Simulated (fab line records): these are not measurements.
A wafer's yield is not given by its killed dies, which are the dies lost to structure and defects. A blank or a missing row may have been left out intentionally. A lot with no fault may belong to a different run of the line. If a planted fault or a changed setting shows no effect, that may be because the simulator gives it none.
Chamber matching + flow nandHarc + NHARC_P_CONTACT_DEP_30 on pecvd-03: 3 sister chambers
The step deposits SiNx, target thk 30 nm. 6 wafers are shown with their chamber, then 8 later ones without.

## EACH WAFER AND ITS CHAMBER
| wafer  | chamber | heaterPowerW (W) | rfFwdPowerW (W) |
|--------|---------|------------------|-----------------|
| L381.5 | 0       | 707              | 450.6           |
| L387.6 | 0       | 729              | 447.8           |
| L388.1 | 1       | 848              | 449.4           |
| L388.3 | 2       | 764              | 450.8           |
| L388.6 | 2       | 752              | 448.9           |
| L389.1 | 1       | 774              | 448.3           |

## WAFERS WHOSE CHAMBER IS MISSING
| wafer  | heaterPowerW (W) | rfFwdPowerW (W) |
|--------|------------------|-----------------|
| L389.4 | 787              | 449.0           |
| L389.6 | 705              | 447.6           |
| L391.1 | 715              | 449.9           |
| L391.2 | 781              | 449.5           |
| L391.6 | 734              | 450.2           |
| L392.2 | 862              | 447.2           |
| L392.4 | 655              | 449.4           |
| L392.5 | 771              | 449.9           |

## WHICH CHAMBER EACH WENT THROUGH
| wafer  | from the rows above          | in truth |
|--------|------------------------------|----------|
| L389.4 | can't be placed: 1 or 2 or 0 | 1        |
| L389.6 | can't be placed: 0 or 2      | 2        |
| L391.1 | can't be placed: 0 or 2      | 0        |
| L391.2 | can't be placed: 2 or 1 or 0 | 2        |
| L391.6 | can't be placed: 2 or 0 or 1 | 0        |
| L392.2 | can't be placed: 1 or 2      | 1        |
| L392.4 | can't be placed: 0 or 2      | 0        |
| L392.5 | can't be placed: 2 or 1 or 0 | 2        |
Placed correctly: 0 of 8. Can't be placed from these rows: 8 (the true chamber is among the candidates in 8). Wrongly placed: 0.
How it was worked out, from the rows above alone: a wafer's distance from a chamber is the root of the sum, over the readings, of the square of ((its reading less the chamber's mean) divided by the reading's scatter). If the next closest chamber is less than 2 further off than the closest, the wafer can't be placed; otherwise it belongs to the closest. A chamber's mean is the mean of its shown wafers. The scatter is the square root of a quotient: the sum, over the shown wafers, of each reading's squared deviation from its chamber's mean, divided by wafers minus chambers.
